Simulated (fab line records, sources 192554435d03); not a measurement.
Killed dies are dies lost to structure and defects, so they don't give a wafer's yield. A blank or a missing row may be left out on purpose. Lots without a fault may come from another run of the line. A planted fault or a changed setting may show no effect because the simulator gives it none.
Split-lot experiment | flow n5_finfet | 7 lots, 21 wafers read, on a route of 1938 steps

THE SPLIT
At N5_SDB_COAT_05 (resist thk 90 nm), the setting spin_rpm was moved away from the recipe's 1500 rpm on 11 of the 21 wafers read, by -3.9% to +11.1%. The other wafers ran this setting at the recipe's value.

FROM THE SPLIT TO THE READING: what the file shows between them, 3 steps
- N5_SDB_EBR_07
- N5_SDB_SOFTBAKE_06: time 60 s
- N5_SDB_DESCUM_16: chemistry O2, time 7.9 s

THE READING
CAR-ArF_of_SDB_COAT_05.thk_nm (the simulator's own value, which no gauge read), in nm, at N5_SDB_ETCH_17 (etches SiARC in CF4, target depth 23.4 nm, time 39 s). The file gives no usual value for it. The 10 wafers here that ran the recipe average 66.8 nm, standard deviation 0.29 nm.

wafer  | tool, chamber at the split | spin_rpm as run, rpm | against the recipe | CAR-ArF_of_SDB_COAT_05.thk_nm, nm | against lot-mates on the recipe
L074.1 | litho_track-02, 0          | 1666                 | +11.1%             | 62                                | no lot-mate on the recipe
L074.4 | litho_track-02, 0          | 1666                 | +11.1%             | 61.8                              | no lot-mate on the recipe
L074.5 | litho_track-02, 0          | 1666                 | +11.1%             | 61.6                              | no lot-mate on the recipe
L075.3 | litho_track-02, 0          | 1500                 | recipe             | 66.4                              | -
L075.4 | litho_track-02, 0          | 1500                 | recipe             | 66.4                              | -
L075.5 | litho_track-02, 0          | 1500                 | recipe             | 66.4                              | -
L085.2 | litho_track-04, 0          | 1500                 | recipe             | 67                                | -
L085.3 | litho_track-04, 0          | 1500                 | recipe             | 67.2                              | -
L085.4 | litho_track-04, 0          | 1647                 | +9.8%              | 63                                | -4.1
L086.2 | litho_track-03, 0          | 1442                 | -3.9%              | 68.8                              | +1.8
L086.3 | litho_track-03, 0          | 1500                 | recipe             | 67                                | -
L086.4 | litho_track-03, 0          | 1500                 | recipe             | 67                                | -
L089.2 | litho_track-03, 0          | 1598                 | +6.5%              | 63.6                              | -3.0
L089.4 | litho_track-03, 0          | 1500                 | recipe             | 66.6                              | -
L089.5 | litho_track-03, 0          | 1500                 | recipe             | 66.6                              | -
L095.3 | litho_track-03, 0          | 1500                 | recipe             | 67                                | -
L095.4 | litho_track-03, 0          | 1454                 | -3.1%              | 68.4                              | +1.4
L095.5 | litho_track-03, 0          | 1454                 | -3.1%              | 68.6                              | +1.6
L096.3 | litho_track-03, 0          | 1664                 | +10.9%             | 62.8                              | no lot-mate on the recipe
L096.6 | litho_track-03, 0          | 1664                 | +10.9%             | 62.8                              | no lot-mate on the recipe
L096.5 | litho_track-03, 0          | 1664                 | +10.9%             | 62.4                              | no lot-mate on the recipe

THE FIT
A straight line over all 21 wafers: CAR-ArF_of_SDB_COAT_05.thk_nm changes by -0.426 nm for each +1% of spin_rpm; r = -0.99; the points scatter about the line by 0.38 nm.
The same after taking each lot's own level away (the mean of its wafers on the recipe; 15 wafers): -0.441 nm for each +1%; r = -1.00; scatter 0.1 nm.
On that fit, the largest move of spin_rpm shifts the reading by 4.9 nm.
The lots' own levels span 66.40 to 67.10 nm, that is 2.4 times the standard deviation above.
So the lot-to-lot level changes the slope little: the two slopes agree.
Check: with one of the wafers moved furthest among these (+9.8%) left out of the fit, the line predicts -4.57 nm for it against its lot-mates. It came out at -4.1 nm against them.

OTHER SPLITS ON THESE WAFERS
These wafers also went through other splits before the reading. Each is held against what the fit with the lots' levels taken away leaves over:
other split on the same wafers                    | wafers away from the commonest value | r with CAR-ArF_of_SDB_COAT_05.thk_nm (lot level and that fit taken away)
N5_PMOS_HMC_CHANNEL_EPI_PEB_07 peb_time_s         | 5                                    | +0.20
N5_PMOS_HMC_CHANNEL_EPI_DEVELOP_08 develop_time_s | 8                                    | +0.27
N5_FIN_CUT_COAT_02 spin_rpm                       | 7                                    | -0.17
N5_STI_FIN_REVEAL_ETCHBACK_08 time_s              | 4                                    | -0.09
N5_STI_FIN_REVEAL_PRECLEAN_17 time_s              | 9                                    | +0.42
N5_SD_EPI_N_ETCH_45 target_depth_a                | 5                                    | -0.05
N5_SD_EPI_N_EPI_21 epi_growth_time_s              | 11                                   | +0.04

THE WHOLE CHAIN: every reading that the file lists as answering this split, in the file's order
step           | what it does                                         | reading                                                                        | change (the file's fit)               | r (the file's)
N5_SDB_COAT_05 | resist thk 90 nm                                     | CAR-ArF_of_SDB_COAT_05.thk_nm (the simulator's own value, which no gauge read) | -0.434 nm for each +1% of the setting | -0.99
N5_SDB_ETCH_17 | etches SiARC in CF4, target depth 23.4 nm, time 39 s | CAR-ArF_of_SDB_COAT_05.thk_nm (the simulator's own value, which no gauge read) | -0.437 nm for each +1% of the setting | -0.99

THE FILE'S OWN FIT
CAR-ArF_of_SDB_COAT_05.thk_nm changes by -0.437 nm for each +1% of spin_rpm, r = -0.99.
